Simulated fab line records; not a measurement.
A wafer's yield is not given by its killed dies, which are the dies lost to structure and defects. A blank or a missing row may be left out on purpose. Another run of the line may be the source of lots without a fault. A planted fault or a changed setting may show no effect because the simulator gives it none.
Chamber matching | flow n5Finfet | N5_BEOL_M15_DESCUM_15 on rieDiel-06: 4 sister chambers
The step chemistry O2, time 7.9 s. 18 wafers are shown with their chamber, then 9 later ones without.

WAFERS PAIRED WITH THEIR CHAMBERS
wafer  | chamber | showerheadPlenumPTorr (Torr) | drypumpMotorCurrentA (A) | throttleValvePct (%)
L075.2 | 2       | 2.13                         | 5.2                      | 20.43
L075.3 | 3       | 2.20                         | 5.8                      | 20.21
L075.5 | 2       | 2.13                         | 5.2                      | 20.41
L077.2 | 3       | 2.20                         | 5.8                      | 20.20
L077.4 | 0       | 2.06                         | 6.0                      | 20.25
L077.5 | 1       | 2.13                         | 6.2                      | 20.13
L082.1 | 2       | 2.12                         | 5.2                      | 20.43
L082.3 | 3       | 2.20                         | 5.8                      | 20.22
L082.6 | 1       | 2.13                         | 6.1                      | 20.13
L081.2 | 1       | 2.13                         | 6.2                      | 20.15
L081.3 | 2       | 2.12                         | 5.3                      | 20.44
L081.4 | 0       | 2.06                         | 5.9                      | 20.27
L089.1 | 3       | 2.19                         | 5.9                      | 20.24
L089.2 | 0       | 2.05                         | 5.9                      | 20.30
L089.4 | 3       | 2.19                         | 5.8                      | 20.24
L094.1 | 2       | 2.12                         | 5.2                      | 20.47
L094.2 | 0       | 2.05                         | 5.9                      | 20.29
L094.3 | 1       | 2.12                         | 6.1                      | 20.18

SIGNATURES (means of the wafers above)
reading               | chamber 0 | chamber 1 | chamber 2 | chamber 3 | scatter within a chamber
showerheadPlenumPTorr | 2.0550    | 2.1275    | 2.1240    | 2.1960    | 0.00544
drypumpMotorCurrentA  | 5.925     | 6.150     | 5.220     | 5.820     | 0.0489
throttleValvePct      | 20.2775   | 20.1475   | 20.4360   | 20.2220   | 0.0213
Rule: a wafer's distance from a chamber is the root of the sum, over the readings, of the square of ((its reading less the chamber's mean) divided by the reading's scatter). The wafer belongs to the nearest chamber; if the next one is less than 2 further off, it can't be placed. How the scatter is found: for the shown wafers, subtract from each reading the mean of its chamber, square and add these, divide the total by (wafers less chambers), then take the root.

WAFERS MISSING THEIR CHAMBER
wafer  | showerheadPlenumPTorr (Torr) | drypumpMotorCurrentA (A) | throttleValvePct (%)
L094.4 | 2.19                         | 5.9                      | 20.26
L094.5 | 2.12                         | 6.1                      | 20.20
L094.6 | 2.12                         | 5.2                      | 20.46
L093.2 | 2.12                         | 6.2                      | 20.19
L093.4 | 2.12                         | 6.2                      | 20.17
L093.6 | 2.12                         | 5.2                      | 20.46
L095.2 | 2.04                         | 5.9                      | 20.31
L095.4 | 2.19                         | 5.8                      | 20.23
L095.6 | 2.19                         | 5.8                      | 20.25

WHICH CHAMBER EACH ONE RAN IN
wafer  | from the rows above | in truth
L094.4 | 3                   | 3
L094.5 | 1                   | 1
L094.6 | 2                   | 2
L093.2 | 1                   | 1
L093.4 | 1                   | 1
L093.6 | 2                   | 2
L095.2 | 0                   | 0
L095.4 | 3                   | 3
L095.6 | 3                   | 3
Correctly placed: 9 of 9. From these rows, 0 cannot be placed. Number placed wrongly: 0.
